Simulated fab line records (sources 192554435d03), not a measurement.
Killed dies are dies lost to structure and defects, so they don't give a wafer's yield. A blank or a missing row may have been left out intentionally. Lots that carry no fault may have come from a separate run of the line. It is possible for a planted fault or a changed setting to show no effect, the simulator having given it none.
fab line records | flow n5-finfet
[record] lots = 7 | wafers = 18 | last-day = 17
route steps=1938 shown MOL_CONTACT_COAG@565 BEOL_M4@1111 PASSIVATION@1936
lots that met no fault: from a run of the same line without faults
start-h: hours from the record's opening day to when the first of the lot's shown wafers began | wait-h: how many hours have passed since the lot's step before this one | " as in the row above | L1.1+2: a row that stands for several wafers | - no value present, or no start provided | * or withheld: withheld | < > ~ a bound
route shown NAME@n: a module of which the file shows steps, and the number in the route of the first | usual: mean/standard deviation taken from wafers without a fault | same: alike in all rows | chamber/n: place in a boat | sites: each site's reading | _std_site: their standard deviation | _edge_site: inner sites' mean taken away from outer sites' mean | radius-mm: how far each site lies from the wafer's centre | mask NAME#n: copy n | behind: the last tool/chamber to shape the wafer | hold: the reason the lot was held/the length of the hold in hours/how it ended | device: which transistor (n, p or np) failed to switch | end of line: the route-end tests of the same wafers | step lacking rows: just its recipe | killed: not the wafer's yield, but the dies lost to structure and defects at the first sort | map: shows each die of a wafer: x if killed, . if not, _ if none is there
set.NAME: the run value of the setting; set.NAME@STEP: its run value at that earlier step | model.NAME: the simulator's own value behind a step, which no gauge read
lots seen at some steps along the route; tables by step, rows by wafer
services: a tool's chamber out of use, with start hour (start-h, from the record's first day; less than 0 if before it), hours out, and reason
[[steps]]
[step N5_MOL_CONTACT_COAG_COAT_76]
[recipe] resist = SiARC | temp-c = 220 | time-s = 60 | spin-rpm = 1500 | resist-thk-nm = 10
[step N5_MOL_CONTACT_COAG_COAT_77]
[recipe] resist = underlayer | temp-c = 205 | time-s = 60 | spin-rpm = 1500 | resist-thk-nm = 10
[step N5_MOL_CONTACT_COAG_COAT_78]
[recipe] resist = CAR-EUV | spin-rpm = 1500 | resist-thk-nm = 40
[step N5_MOL_CONTACT_COAG_EBR_80]
[recipe] solvent = PGMEA | ebr-width-mm = 1.5
[step N5_MOL_CONTACT_COAG_SOFTBAKE_79]
[recipe] temp-c = 110 | time-s = 60 | resist = CAR-EUV
[step N5_MOL_CONTACT_COAG_EXPOSE_81]
[recipe] mask-id = VG | na = 0.33 | source-shape = annular | sigma-inner = 0.3 | sigma-outer = 0.7 | polarization = unpolarized | defocus-nm = 0 | dose-mj = 59.5
[step N5_MOL_CONTACT_COAG_PEB_82]
[recipe] peb-temp-c = 100 | peb-time-s = 60 | resist = CAR-EUV
[step N5_MOL_CONTACT_COAG_DEVELOP_83]
[recipe] develop-time-s = 30 | developer = TMAH | resist = CAR-EUV | rinse-liquid = surfactant-rinse | dry = air-spin | dev-temp-c = 23
[step N5_MOL_CONTACT_COAG_CD_MEAS_84]
[recipe] target-cd-nm = 25.1 | landing-energy-ev = 500 | detector = se-inlens | polarity = opening
[usual] cd-nm = 25.09/0.25
lot.wafer | tool      | chamber | start-h | wait-h | cd-nm
L796.2    | cd-sem-01 | 0       | 149.07  | -      | 25.03
L796.3    | "         | 0       | "       | "      | 25.09
L796.5    | "         | 0       | "       | "      | 24.90
L797.2    | cd-sem-03 | 0       | 152.93  | -      | 24.93
L797.3    | "         | 0       | "       | "      | 24.84
L797.6    | "         | 0       | "       | "      | 24.76
L803.2    | cd-sem-01 | 0       | 187.41  | -      | 24.88
L803.5    | "         | 0       | "       | "      | 24.99
L804.1    | cd-sem-02 | 0       | 192.35  | -      | 24.77
L804.5    | "         | 0       | "       | "      | 25.20
L805.5    | cd-sem-01 | 0       | 200.68  | -      | 25.02
L805.6    | "         | 0       | "       | "      | 24.73
L808.2    | cd-sem-01 | 0       | 221.45  | -      | 25.37
L808.5    | "         | 0       | "       | "      | 25.39
L808.6    | "         | 0       | "       | "      | 25.06
L809.1    | cd-sem-01 | 0       | 223.04  | -      | 24.79
L809.3    | "         | 0       | "       | "      | 24.89
L809.6    | "         | 0       | "       | "      | 25.05
[step N5_MOL_CONTACT_COAG_OVL_MEAS_85]
[recipe] points-per-wafer = 522
[usual] VG_OVL = -0.5/0.68
[same] points-per-wafer = 522
lot.wafer | tool       | chamber | start-h | wait-h | VG_OVL[nm]
L796.2    | overlay-02 | 0       | 149.11  | 0.0    | -1.7
L796.3    | "          | 0       | "       | "      | -1.2
L796.5    | "          | 0       | "       | "      | -1.0
L797.2    | overlay-02 | 0       | 152.96  | 0.0    | 0.9
L797.3    | "          | 0       | "       | "      | -0.6
L797.6    | "          | 0       | "       | "      | 0.5
L803.2    | overlay-01 | 0       | 187.45  | 0.0    | -1.7
L803.5    | "          | 0       | "       | "      | -1.2
L804.1    | overlay-02 | 0       | 192.38  | 0.0    | -1.6
L804.5    | "          | 0       | "       | "      | -1.8
L805.5    | overlay-01 | 0       | 200.73  | 0.0    | -0.6
L805.6    | "          | 0       | "       | "      | 0.7
L808.2    | overlay-02 | 0       | 221.49  | 0.0    | -2.2
L808.5    | "          | 0       | "       | "      | -1.0
L808.6    | "          | 0       | "       | "      | -1.2
L809.1    | overlay-01 | 0       | 223.08  | 0.0    | -0.1
L809.3    | "          | 0       | "       | "      | -0.5
L809.6    | "          | 0       | "       | "      | -0.8
[step N5_MOL_CONTACT_COAG_INSPECT_57]
[recipe] mode = adi | inspect-instrument = brightfield
[usual] raw-defect-count = 188/53
lot.wafer | tool              | chamber | start-h | wait-h | raw-defect-count
L796.2    | defect-inspect-02 | -       | 149.16  | 0.0    | 159
L796.3    | "                 | -       | "       | "      | 339
L796.5    | "                 | -       | "       | "      | 140
L797.2    | defect-inspect-02 | -       | 153.02  | 0.0    | 229
L797.3    | "                 | -       | "       | "      | 227
L797.6    | "                 | -       | "       | "      | 143
L803.2    | defect-inspect-01 | -       | 187.50  | 0.0    | 152
L803.5    | "                 | -       | "       | "      | 135
L804.1    | defect-inspect-01 | -       | 192.44  | 0.1    | 212
L804.5    | "                 | -       | "       | "      | 156
L805.5    | defect-inspect-01 | -       | 200.77  | 0.0    | 174
L805.6    | "                 | -       | "       | "      | 238
L808.2    | defect-inspect-01 | -       | 221.54  | 0.0    | 176
L808.5    | "                 | -       | "       | "      | 180
L808.6    | "                 | -       | "       | "      | 123
L809.1    | defect-inspect-01 | -       | 223.13  | 0.1    | 131
L809.3    | "                 | -       | "       | "      | 146
L809.6    | "                 | -       | "       | "      | 159
[step N5_MOL_CONTACT_COAG_DESCUM_88]
[recipe] chemistry = O2 | time-s = 7 | source-power-w = 50 | bias-power-w = 20 | pressure-mtorr = 20 | rf-frequency-hz = 2.712e+07 | temp-c = 40 | resist = CAR-EUV | o2-flow-sccm = 225
[usual] drypump-motor-current-A = 5.8/0.42 | oes-product-au = 0.81/0.091 | rf-vpp-V = 243.4/1.4 | showerhead-plenum-p-Torr = 2.11/0.078 | throttle-valve-pct = 20.26/0.22
lot.wafer | tool        | chamber | start-h | wait-h | drypump-motor-current-A | oes-product-au | rf-hours-counter-h | rf-vpp-V | showerhead-plenum-p-Torr | throttle-valve-pct
L796.2    | rie-diel-05 | 0       | 149.55  | 0.4    | 5.1                     | 0.96           | 5                  | 245.7    | 2.23                     | 20.38
L796.3    | "           | 1       | "       | "      | 5.6                     | 0.76           | 127                | 245.4    | 2.19                     | 20.17
L796.5    | "           | 0       | "       | "      | 5.0                     | 0.94           | -                  | 245.7    | 2.23                     | 20.37
L797.2    | rie-diel-06 | 0       | 153.05  | 0.0    | 5.9                     | 0.75           | 145                | 242.7    | 2.10                     | 20.30
L797.3    | "           | 2       | "       | "      | 5.6                     | 0.78           | 147                | 243.5    | 2.01                     | 20.42
L797.6    | "           | 1       | "       | "      | 6.5                     | 0.87           | -                  | 244.8    | 2.22                     | 20.35
L803.2    | rie-diel-05 | 3       | 187.75  | 0.3    | 5.9                     | 0.65           | 245                | 242.1    | 2.06                     | 20.59
L803.5    | "           | 2       | "       | "      | 5.8                     | 0.91           | -                  | 244.7    | 2.14                     | 19.81
L804.1    | rie-diel-05 | 0       | 192.47  | 0.0    | 5.1                     | 0.91           | 19                 | 244.2    | 2.23                     | 20.39
L804.5    | "           | 0       | "       | "      | 5.1                     | 0.90           | -                  | 244.3    | 2.23                     | 20.39
L805.5    | rie-diel-05 | 2       | 200.81  | 0.0    | 5.8                     | 0.91           | -                  | 244.5    | 2.14                     | 19.83
L805.6    | "           | 1       | "       | "      | 5.6                     | 0.74           | -                  | 245.6    | 2.18                     | 20.19
L808.2    | rie-diel-06 | 1       | 221.58  | 0.0    | 6.5                     | 0.84           | 79                 | 245.9    | 2.21                     | 20.36
L808.5    | "           | 3       | "       | "      | 6.6                     | 0.67           | -                  | 240.9    | 1.97                     | 20.12
L808.6    | "           | 0       | "       | "      | 5.9                     | 0.73           | -                  | 243.8    | 2.09                     | 20.33
L809.1    | rie-diel-04 | 3       | 223.17  | 0.0    | 5.6                     | 0.92           | 24                 | 242.9    | 2.13                     | 20.04
L809.3    | "           | 0       | "       | "      | 5.4                     | 0.86           | 63                 | 243.4    | 2.13                     | 20.38
L809.6    | "           | 3       | "       | "      | 5.6                     | 0.91           | -                  | 244.6    | 2.13                     | 20.04
[step N5_MOL_CONTACT_COAG_ETCH_89]
[recipe] chemistry = N2/H2 | target = underlayer | target-depth-a = 130 | mask-material = CAR-EUV | time-s = 10.4 | ion-energy-ev = 200 | pressure-mtorr = 30 | source-w = 840 | bias-w = 150 | n2-flow-sccm = 200 | h2-flow-sccm = 200 | ends = cleared
[usual] bias-w = 150.0/0.39 | drypump-motor-current-A = 5.8/0.41 | etch-rf-on-time-s = 10.39/0.14 | oes-product-au = 0.68/0.078 | rf-vpp-V = 524.6/2.7 | showerhead-plenum-p-Torr = 2.57/0.093 | throttle-valve-pct = 17.68/0.23
lot.wafer | tool        | chamber | start-h | wait-h | bias-w | drypump-motor-current-A | etch-rf-on-time-s | oes-product-au | rf-hours-counter-h | rf-vpp-V | showerhead-plenum-p-Torr | throttle-valve-pct
L796.2    | rie-diel-05 | 0       | 149.58  | 0.0    | 149.7  | 5.1                     | 10.29             | 0.81           | 5                  | 529.0    | 2.72                     | 17.85
L796.3    | "           | 1       | "       | "      | 149.9  | 5.7                     | 10.37             | 0.64           | 127                | 526.3    | 2.66                     | 17.60
L796.5    | "           | 0       | "       | "      | 149.7  | 5.1                     | 10.41             | 0.80           | -                  | 529.3    | 2.72                     | 17.83
L797.2    | rie-diel-06 | 0       | 153.09  | 0.0    | 150.0  | 5.9                     | 10.52             | 0.62           | 145                | 523.1    | 2.54                     | 17.65
L797.3    | "           | 2       | "       | "      | 149.8  | 5.6                     | 10.35             | 0.66           | 147                | 521.0    | 2.44                     | 17.84
L797.6    | "           | 1       | "       | "      | 150.1  | 6.4                     | 10.46             | 0.74           | -                  | 527.7    | 2.69                     | 17.75
L803.2    | rie-diel-05 | 3       | 187.79  | 0.0    | 150.4  | 5.9                     | 10.58             | 0.56           | 245                | 521.3    | 2.51                     | 18.03
L803.5    | "           | 2       | "       | "      | 149.7  | 5.8                     | 16.19             | 0.62           | -                  | 525.3    | 2.60                     | 17.17
L804.1    | rie-diel-05 | 0       | 192.51  | 0.0    | 150.2  | 5.1                     | 16.28             | 0.62           | 19                 | 529.6    | 2.71                     | 17.82
L804.5    | "           | 0       | "       | "      | 150.4  | 5.1                     | 16.22             | 0.62           | -                  | 528.5    | 2.71                     | 17.84
L805.5    | rie-diel-05 | 2       | 200.84  | 0.0    | 150.3  | 5.8                     | 16.40             | 0.61           | -                  | 526.1    | 2.60                     | 17.18
L805.6    | "           | 1       | "       | "      | 149.6  | 5.7                     | 10.42             | 0.63           | -                  | 524.3    | 2.66                     | 17.65
L808.2    | rie-diel-06 | 1       | 221.61  | 0.0    | 150.2  | 6.4                     | 10.49             | 0.72           | 79                 | 527.5    | 2.69                     | 17.77
L808.5    | "           | 3       | "       | "      | 150.2  | 6.6                     | 10.41             | 0.58           | -                  | 520.0    | 2.40                     | 17.67
L808.6    | "           | 0       | "       | "      | 149.5  | 5.9                     | 10.52             | 0.61           | -                  | 524.2    | 2.53                     | 17.68
L809.1    | rie-diel-04 | 3       | 223.20  | 0.0    | 149.6  | 5.6                     | 10.00             | 0.78           | 24                 | 526.6    | 2.59                     | 17.48
L809.3    | "           | 0       | "       | "      | 149.6  | 5.4                     | 10.35             | 0.72           | 63                 | 525.8    | 2.57                     | 17.67
L809.6    | "           | 3       | "       | "      | 150.4  | 5.6                     | 10.01             | 0.79           | -                  | 525.2    | 2.59                     | 17.47
[step N5_MOL_CONTACT_COAG_ETCH_90]
[recipe] chemistry = CF4 | target = SiARC | target-depth-a = 130 | mask-material = CAR-EUV | time-s = 21.7 | ion-energy-ev = 80 | pressure-mtorr = 40 | source-w = 545 | bias-w = 36 | Ar_flow_sccm = 100 | cf4-flow-sccm = 100 | ends = cleared
[usual] bias-w = 35.99/0.094 | drypump-motor-current-A = 5.8/0.42 | etch-rf-on-time-s = 21.63/0.25 | oes-product-au = 0.69/0.077 | rf-vpp-V = 184.3/1.2 | showerhead-plenum-p-Torr = 2.16/0.075 | throttle-valve-pct = 15.45/0.21
lot.wafer | tool        | chamber | start-h | wait-h | bias-w | drypump-motor-current-A | etch-rf-on-time-s | oes-product-au | rf-hours-counter-h | rf-vpp-V | showerhead-plenum-p-Torr | throttle-valve-pct
L796.2    | rie-diel-05 | 0       | 149.60  | 0.0    | 35.92  | 5.1                     | 21.59             | 0.81           | 5                  | 184.5    | 2.28                     | 15.50
L796.3    | "           | 1       | "       | "      | 36.09  | 5.6                     | 21.50             | 0.64           | 127                | 185.8    | 2.24                     | 15.43
L796.5    | "           | 0       | "       | "      | 35.93  | 5.1                     | 21.55             | 0.80           | -                  | 185.2    | 2.28                     | 15.48
L797.2    | rie-diel-06 | 0       | 153.11  | 0.0    | 36.10  | 5.9                     | 21.69             | 0.64           | 145                | 184.8    | 2.14                     | 15.44
L797.3    | "           | 2       | "       | "      | 36.09  | 5.6                     | 21.70             | 0.65           | 147                | 183.2    | 2.06                     | 15.61
L797.6    | "           | 1       | "       | "      | 36.06  | 6.4                     | 21.84             | 0.74           | -                  | 184.5    | 2.26                     | 15.50
L803.2    | rie-diel-05 | 3       | 187.81  | 0.0    | 36.02  | 5.9                     | 22.25             | 0.55           | 245                | 182.4    | 2.11                     | 15.83
L803.5    | "           | 2       | "       | "      | 36.06  | 5.8                     | 21.58             | 0.77           | -                  | 184.6    | 2.18                     | 15.01
L804.1    | rie-diel-05 | 0       | 192.53  | 0.0    | 36.17  | 5.0                     | 21.42             | 0.77           | 19                 | 184.0    | 2.27                     | 15.51
L804.5    | "           | 0       | "       | "      | 36.09  | 5.1                     | 21.51             | 0.77           | -                  | 186.3    | 2.27                     | 15.50
L805.5    | rie-diel-05 | 2       | 200.88  | 0.0    | 35.83  | 5.8                     | 21.53             | 0.77           | -                  | 186.0    | 2.18                     | 15.03
L805.6    | "           | 1       | "       | "      | 36.08  | 5.6                     | 21.90             | 0.62           | -                  | 185.0    | 2.23                     | 15.45
L808.2    | rie-diel-06 | 1       | 221.63  | 0.0    | 35.94  | 6.4                     | 21.97             | 0.72           | 79                 | 185.0    | 2.25                     | 15.53
L808.5    | "           | 3       | "       | "      | 35.94  | 6.6                     | 21.70             | 0.58           | -                  | 183.0    | 2.02                     | 15.41
L808.6    | "           | 0       | "       | "      | 36.01  | 5.9                     | 21.52             | 0.63           | -                  | 182.8    | 2.13                     | 15.48
L809.1    | rie-diel-04 | 3       | 223.22  | 0.0    | 35.98  | 5.6                     | 21.16             | 0.78           | 24                 | 185.7    | 2.18                     | 15.23
L809.3    | "           | 0       | "       | "      | 35.77  | 5.4                     | 21.94             | 0.72           | 63                 | 184.1    | 2.17                     | 15.54
L809.6    | "           | 3       | "       | "      | 36.02  | 5.5                     | 21.10             | 0.78           | -                  | 185.1    | 2.18                     | 15.23
[step N5_BEOL_M4_RC_MEAS_101]
[usual] DIBL_N = 36.3/1.4 | DIBL_P = 36.2/1.5 | IOFF_N = 0.160/0.021 | IOFF_P = 0.211/0.027 | ION_N = 676/7.7 | ION_P = 463/5.5 | SS_N = 71.4/0.57 | SS_P = 73.3/0.58 | VT_N = 249.3/2.5 | VT_P = -250.1/2.6
lot.wafer | tool      | chamber | start-h | wait-h | DIBL_N[mV/V] | DIBL_P[mV/V] | IOFF_N[nA/um] | IOFF_P[nA/um] | ION_N[uA/um] | ION_P[uA/um] | SS_N[mV/dec] | SS_P[mV/dec] | VT_N[mV] | VT_P[mV]
L796.2    | prober-01 | 0       | 217.92  | 0.2    | 36.6         | 37.9         | 0.185         | 0.239         | 675          | 461          | 70.8         | 73.7         | 243.7    | -249.4
L796.3    | "         | 0       | "       | "      | 34.5         | 34.7         | 0.143         | 0.185         | 673          | 455          | 70.3         | 73.4         | 251.5    | -248.6
L796.5    | "         | 0       | "       | "      | 36.2         | 38.0         | 0.179         | 0.235         | 693          | 471          | 70.7         | 73.3         | 248.7    | -246.9
L797.2    | prober-02 | 0       | 222.65  | 0.2    | 35.9         | 37.5         | 0.178         | 0.216         | 682          | 462          | 72.0         | 73.2         | 248.8    | -251.3
L797.3    | "         | 0       | "       | "      | 32.5         | 33.6         | 0.121         | 0.160         | 666          | 462          | 71.4         | 72.9         | 252.5    | -254.5
L797.6    | "         | 0       | "       | "      | 35.2         | 36.8         | 0.167         | 0.211         | 681          | 464          | 71.8         | 74.0         | 249.3    | -249.6
L803.2    | prober-02 | 0       | 260.93  | 0.2    | 38.2         | 36.8         | 0.173         | 0.255         | 680          | 475          | 72.0         | 73.2         | 246.5    | -247.3
L803.5    | "         | 0       | "       | "      | 36.9         | 35.7         | 0.155         | 0.238         | 669          | 465          | 71.5         | 73.7         | 249.3    | -247.5
L804.1    | prober-01 | 0       | 265.43  | 0.0    | 36.7         | 36.4         | 0.168         | 0.226         | 667          | 460          | 71.3         | 73.5         | 250.0    | -250.0
L804.5    | "         | 0       | "       | "      | 37.4         | 37.1         | 0.182         | 0.235         | 674          | 463          | 71.6         | 73.4         | 247.5    | -249.8
L805.5    | prober-02 | 0       | 266.28  | 0.6    | 36.9         | 36.2         | 0.186         | 0.221         | 687          | 465          | 71.2         | 73.2         | 245.8    | -249.5
L805.6    | "         | 0       | "       | "      | 35.0         | 33.3         | 0.149         | 0.179         | 677          | 460          | 70.6         | 72.4         | 249.8    | -250.6
L808.2    | prober-02 | 0       | 297.07  | 0.2    | 36.4         | 37.7         | 0.155         | 0.221         | 668          | 462          | 71.0         | 73.7         | 248.5    | -249.1
L808.5    | "         | 0       | "       | "      | 34.5         | 35.2         | 0.124         | 0.180         | 679          | 466          | 70.7         | 72.7         | 250.1    | -251.3
L808.6    | "         | 0       | "       | "      | 34.5         | 36.1         | 0.126         | 0.186         | 667          | 460          | 71.2         | 73.0         | 251.4    | -252.6
L809.1    | prober-01 | 0       | 300.62  | 0.0    | 35.0         | 36.0         | 0.140         | 0.211         | 667          | 465          | 71.1         | 72.8         | 250.3    | -250.5
L809.3    | "         | 0       | "       | "      | 36.2         | 38.5         | 0.167         | 0.231         | 676          | 462          | 71.1         | 73.8         | 247.4    | -247.8
L809.6    | "         | 0       | "       | "      | 33.9         | 35.6         | 0.123         | 0.192         | 664          | 462          | 71.1         | 73.3         | 253.1    | -251.2
[step N5_PASSIVATION_PROBE_49]
[usual] defect-limited-yield = 91.3/1.4 | killed_at_M0_to_M3 = 34/10 | killed_at_M4_up = 13/4.8 | killed-at-contacts = 12/6.1 | killed-at-front-end = 40/11 | killed-at-other = 3.7/2.8 | killed-dies = 103/16 | killed-open = 67/12 | killed-short = 34/7.4 | sort_bin_5_function = 5.1/0.95 | sort_bin_6_memory = 3.2/0.62 | sort-n-pass = 1077/16 | sort-yield-pct = 91.3/1.4
[same] gross-dies = 1180 | killed-at-back-side = 0 | sort_bin_4_leakage[%] = 0 | sort_bin_8_speed[%] = 0
lot.wafer | tool      | chamber | start-h | wait-h | defect-limited-yield[%] | killed_at_M0_to_M3 | killed_at_M4_up | killed-at-contacts | killed-at-front-end | killed-at-other | killed-dies | killed-open | killed-short | sort_bin_5_function[%] | sort_bin_6_memory[%] | sort-n-pass | sort-yield-pct[%]
L804.1    | prober-02 | -       | 371.73  | 0.0    | 92.7                    | 27                 | 15              | 20                 | 23                  | 1               | 86          | 54          | 30           | 4.1                    | 2.9                  | 1094        | 92.7
L804.5    | prober-02 | -       | 371.93  | 0.2    | 94.5                    | 21                 | 9               | 8                  | 27                  | 0               | 65          | 42          | 22           | 3.1                    | 1.9                  | 1115        | 94.5
// killed by level:class
L804.1 MOL_CONTACT_COAG:geometric-particle:open=15 BEOL_M1:geometric-particle:open=7 BEOL_M4:geometric-particle:open=7 BEOL_M0_SAQP:geometric-particle:short=6 FIN_SAQP:geometric-particle:short=5 BEOL_M2:geometric-particle:open=5 GATE_CUT:geometric-particle:short=4 MOL_CONTACT_COAG:geometric-particle:short=4
L804.5 FIN_SAQP:geometric-particle:open=7 FIN_SAQP:geometric-particle:short=6 MOL_CONTACT_COAG:geometric-particle:open=6 BEOL_M0_SAQP:geometric-particle:short=5 BEOL_M3:geometric-particle:open=5 STARTING-WAFER:geometric-particle:open=5 BEOL_M0_SAQP:geometric-particle:open=4 BEOL_M4:geometric-particle:open=4
[[services]]
tool        | chamber | start-h | hours | kind
rie-diel-05 | 2       | 132.80  | 6.0   | repair
rie-diel-04 | 3       | 137.04  | -     | clean
rie-diel-04 | 3       | 137.04  | -     | consumable-replace:focus-ring
rie-diel-04 | 3       | 137.04  | 17.2  | scheduled-down
rie-diel-04 | 3       | 137.04  | 17.2  | vent-cycle
rie-diel-05 | 3       | 204.47  | -     | clean
rie-diel-05 | 3       | 204.47  | -     | consumable-replace:focus-ring
rie-diel-05 | 3       | 204.47  | 40.2  | scheduled-down
rie-diel-05 | 3       | 204.47  | 40.2  | vent-cycle
[[key]]
[first-sign] step = N5_MOL_CONTACT_COAG_ETCH_89 | reading = etch-rf-on-time-s | direction = up | sigmas = 42 | usual = * | struck = *
effect none on later readings
met-at N5_MOL_CONTACT_COAG_ETCH_89
struck-wafers L803.5,L804.1,L804.5,L805.5
onset-between 149.58 187.79
[fault] kind = process-parameter-drift | tool = rie-diel-05 | chamber = - | onset-h = 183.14 | steps = N5_MOL_CONTACT_COAG_ETCH_89 | channel = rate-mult | offset = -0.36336 | shape = step | end-h = 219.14 | scope = struck-wafers-only
